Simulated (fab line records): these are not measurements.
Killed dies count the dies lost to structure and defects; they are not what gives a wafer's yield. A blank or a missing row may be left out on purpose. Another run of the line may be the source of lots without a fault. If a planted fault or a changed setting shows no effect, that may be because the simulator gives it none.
Which of the tools did it?	flow nandHarc	24 lots with 72 wafers sampled at 3 steps, on a route of 1302 steps

WHAT EACH GAUGE READ, for each wafer
NHARC_A_CONTACT_OVL_MEAS_43. Usual: overlayXNm 0.1 nm, standard deviation 0.82; overlayYNm -0.1 nm, standard deviation 0.91.
lot	measured	on	overlayXNm (nm)	overlayYNm (nm)	flag
L074	day 21 05:41	overlay-01	0.4 1.3 1.1	0.4 0.3 0.1	
L075	day 21 22:57	overlay-01	0.3 0.8 0.3	-0.6 -0.7 -0.9	
L076	day 21 23:36	overlay-02	1.2 1.6 1.4	0.5 0.8 0.0	
L077	day 22 02:10	overlay-01	0.3 0.9 0.3	1.1 1.0 1.3	
L078	day 22 13:46	overlay-01	0.3 0.5 0.1	-2.3 -2.0 -1.8	
L079	day 23 01:08	overlay-01	-0.3 -0.7 -1.0	1.3 1.1 0.7	
L080	day 23 22:50	overlay-01	1.0 0.4 -0.4	-1.1 -1.6 -1.4	
L081	day 24 16:56	overlay-02	1.7 1.4 1.8	0.5 -0.1 0.0	
L083	day 25 05:58	overlay-02	-0.5 -1.0 -0.6	-0.4 0.2 0.2	
L082	day 25 15:31	overlay-01	0.3 0.8 0.1	-1.5 -1.2 -1.6	
L084	day 25 22:02	overlay-01	0.3 -0.8 0.2	-1.7 -2.0 -1.1	
L085	day 26 01:22	overlay-01	-0.9 -1.4 -0.9	0.4 0.9 0.9	
L086	day 27 00:44	overlay-02	0.1 0.1 0.0	-0.8 -1.5 -0.9	
L087	day 27 05:28	overlay-02	-0.4 -0.5 -1.1	0.7 0.2 -0.2	
L088	day 27 07:25	overlay-02	0.2 0.8 0.1	0.2 0.5 0.5	
L091	day 27 19:22	overlay-02	-0.9 -0.9 -1.2	1.0 0.6 0.9	
L089	day 27 23:31	overlay-01	-0.5 -0.7 -0.5	0.6 0.4 0.3	
L090	day 28 02:47	overlay-02	-1.5 -1.6 -1.2	0.4 0.1 0.0	
L092	day 28 20:40	overlay-01	1.1 0.9 0.5	0.3 0.2 0.1	
L094	day 29 03:55	overlay-02	0.1 0.8 1.0	-0.2 -0.3 -1.0	
L093	day 29 09:29	overlay-01	0.6 0.2 -0.6	0.7 -0.1 0.2	
L095	day 30 02:24	overlay-01	1.1 1.0 0.8	-0.4 -0.1 -0.6	
L097	day 31 01:38	overlay-01	0.2 0.2 0.7	0.9 0.7 0.7	
L096	day 31 13:44	overlay-02	0.1 0.8 1.0	-0.1 0.0 -0.3	

NHARC_A_CONTACT_CD_MEAS_53. Usual: cdNm 289.1 nm, standard deviation 0.99.
lot	measured	on	cdNm (nm)	flag
L074	day 21 11:47	cdSem-01	288.5 288.5 289.3	
L075	day 22 04:10	cdSem-01	290.2 289.9 289.5	
L076	day 22 04:48	cdSem-01	287.9 288.8 287.9	
L077	day 22 07:22	cdSem-03	288.8 288.4 288.8	
L078	day 22 19:19	cdSem-03	290.9 290.0 289.9	
L079	day 23 06:27	cdSem-01	290.3 290.5 290.1	
L080	day 24 04:05	cdSem-03	289.4 289.3 290.1	
L081	day 24 22:30	cdSem-03	290.3 290.8 289.8	
L083	day 25 11:11	cdSem-01	289.5 289.4 290.3	
L082	day 25 20:47	cdSem-02	289.5 289.9 289.5	
L084	day 26 03:13	cdSem-01	288.1 287.6 287.7	
L085	day 26 06:33	cdSem-01	288.3 288.6 288.7	
L086	day 27 06:47	cdSem-02	287.8 288.3 289.1	
L087	day 27 10:39	cdSem-02	287.5 287.1 287.3	
L088	day 27 12:39	cdSem-03	290.5 290.0 290.6	
L091	day 28 00:34	cdSem-03	290.4 290.5 290.5	
L089	day 28 04:47	cdSem-02	287.7 288.5 288.8	
L090	day 28 08:01	cdSem-01	289.1 289.2 289.3	
L092	day 29 01:55	cdSem-02	287.8 288.0 287.0	
L094	day 29 09:36	cdSem-03	288.9 289.3 289.0	
L093	day 29 15:20	cdSem-02	289.0 288.4 289.1	
L095	day 30 07:35	cdSem-03	289.3 289.9 289.6	
L097	day 31 06:56	cdSem-02	289.3 290.2 289.7	
L096	day 31 19:05	cdSem-02	290.2 289.3 289.5	

NHARC_A_CONTACT_OVL_MEAS_70. Usual: overlayXNm 0.1 nm, standard deviation 0.82; overlayYNm -0.2 nm, standard deviation 0.85.
lot	measured	on	overlayXNm (nm)	overlayYNm (nm)	flag
L074	day 21 16:56	overlay-01	0.3 0.6 0.3	0.7 -0.3 0.0	
L075	day 22 09:35	overlay-01	-0.6 -0.5 0.3	-0.4 0.0 0.0	
L076	day 22 09:49	overlay-02	0.2 0.9 0.9	-0.7 0.0 0.0	
L077	day 22 12:18	overlay-02	0.6 0.4 0.3	0.7 0.4 0.0	
L078	day 23 01:00	overlay-02	0.2 0.0 -0.2	-2.5 -2.0 -2.1	
L079	day 23 11:31	overlay-01	-0.3 -0.1 -0.8	-1.2 -1.4 -1.5	
L080	day 24 11:17	overlay-02	0.8 0.2 0.1	-0.8 -0.5 -0.7	
L081	day 25 03:28	overlay-02	-0.1 -0.6 -0.7	-0.5 -0.5 -0.7	
L083	day 25 16:24	overlay-02	-1.0 -1.2 -1.7	0.2 0.5 0.2	
L082	day 26 04:43	overlay-01	0.7 1.3 0.7	-0.8 -0.8 -0.9	
L084	day 26 10:54	overlay-01	1.0 0.8 1.4	0.4 0.1 0.6	
L085	day 26 12:36	overlay-01	-0.9 -0.7 -0.5	0.5 0.3 0.6	
L086	day 27 11:48	overlay-02	-0.4 -0.2 0.0	-0.9 -1.0 -0.4	
L087	day 27 18:11	overlay-01	-1.3 -0.9 -1.3	0.6 0.7 -0.2	
L088	day 27 18:40	overlay-02	-1.0 -0.9 -0.6	1.0 1.3 0.3	
L091	day 28 05:58	overlay-02	-0.4 -0.2 -0.6	-0.8 -0.5 0.0	
L089	day 28 10:15	overlay-02	0.2 -0.1 -0.3	-0.9 -0.7 -0.3	
L090	day 28 13:06	overlay-01	-0.5 -0.9 -1.2	-0.1 -0.9 -0.5	
L092	day 29 08:54	overlay-01	0.8 0.7 0.6	0.1 0.6 0.9	
L094	day 29 15:52	overlay-01	0.6 1.0 0.0	1.2 1.4 1.4	
L093	day 29 23:14	overlay-01	0.8 0.4 0.9	-0.2 -0.1 0.4	
L095	day 30 12:36	overlay-01	-0.3 0.1 -0.3	-1.4 -1.1 -1.1	
L097	day 31 12:06	overlay-01	1.5 1.0 1.1	-0.1 -0.8 -1.0	
L096	day 32 05:13	overlay-02	2.1 1.9 1.7	1.5 0.7 1.3	

WHAT TOOL EACH LOT RAN ON (gives the tool, then ch and the chambers of the sampled wafers, and finally the start)
Record: no process step prior to these readings.

AS READ BY THE TOOLS THEMSELVES (means over the sampled wafers that have a number; for cases with no such wafer, the mark the record gives instead)
The record holds no such reading with a usual standard deviation.

THE ANSWER, worked out from the rows above alone
Rule: take the mean of a lot's wafers that have a number; if it is more than 3 standard deviations from the usual mean, the lot is off. Also off: a lot with no number at a reading for which 4 or more lots have one. Any other lot the step has rows for is counted as sound. First the gauges in route order, then the tools' own readings, where a lot's mean is used as printed above. The first step at which some lot is off is used, and at that step the reading that is off furthest; a lot without a number counts as furthest.
Across all readings shown, no lot is off: no conclusion can be drawn from this.

WHAT THE SIMULATOR HAD INSERTED
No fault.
